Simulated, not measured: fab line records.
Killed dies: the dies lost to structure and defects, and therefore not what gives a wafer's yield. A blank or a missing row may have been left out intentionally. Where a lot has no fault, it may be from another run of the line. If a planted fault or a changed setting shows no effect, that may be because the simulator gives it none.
Chamber matching :: flow n5Finfet :: uvCure-02 running N5_BEOL_M5_CURE_79: 3 sister chambers
The step cures SiCOH lowk, time 240 s. 3 wafers are shown with their chamber, then 10 later ones without.

== EACH WAFER AND ITS CHAMBER ==
wafer: L088.4
chamber: 2
wafer_temp_C_max: 387.3

wafer: L092.6
chamber: 0
wafer_temp_C_max: 388.3

wafer: L093.4
chamber: 1
wafer_temp_C_max: 386.8

== WAFERS WITH NO CHAMBER GIVEN ==
wafer: L093.6
wafer_temp_C_max: 386.4

wafer: L095.1
wafer_temp_C_max: 386.7

wafer: L095.2
wafer_temp_C_max: 387.0

wafer: L095.4
wafer_temp_C_max: 387.2

wafer: L094.1
wafer_temp_C_max: 387.1

wafer: L094.2
wafer_temp_C_max: 387.7

wafer: L094.6
wafer_temp_C_max: 387.6

wafer: L097.1
wafer_temp_C_max: 386.0

wafer: L097.2
wafer_temp_C_max: 386.6

wafer: L097.5
wafer_temp_C_max: 386.3

== EACH ONE'S CHAMBER ==
wafer: L093.6
from the rows above: can't be placed: 1 or 2
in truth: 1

wafer: L095.1
from the rows above: can't be placed: 1 or 2
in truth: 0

wafer: L095.2
from the rows above: can't be placed: 1 or 2
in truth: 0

wafer: L095.4
from the rows above: can't be placed: 2 or 1
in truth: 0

wafer: L094.1
from the rows above: can't be placed: 2 or 1
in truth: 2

wafer: L094.2
from the rows above: can't be placed: 2 or 0 or 1
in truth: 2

wafer: L094.6
from the rows above: can't be placed: 2 or 0 or 1
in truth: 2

wafer: L097.1
from the rows above: can't be placed: 1 or 2
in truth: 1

wafer: L097.2
from the rows above: can't be placed: 1 or 2
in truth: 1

wafer: L097.5
from the rows above: can't be placed: 1 or 2
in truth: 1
Correctly placed: 0 of 10. Unplaceable from these rows: 10, with the true chamber sitting among the candidates in 7. Wrongly placed: 0.
How it was worked out, from the rows above alone: a wafer's distance from a chamber is the root of the sum, over the readings, of the square of ((its reading less the chamber's mean) divided by the reading's scatter). If the next closest chamber is less than 2 further off than the closest, the wafer can't be placed; otherwise it belongs to the closest. For every chamber, the mean is computed from those of its wafers that are shown. The scatter: root of mean squared gap, hidden wafer to nearest shown wafer, with one shown wafer a chamber.
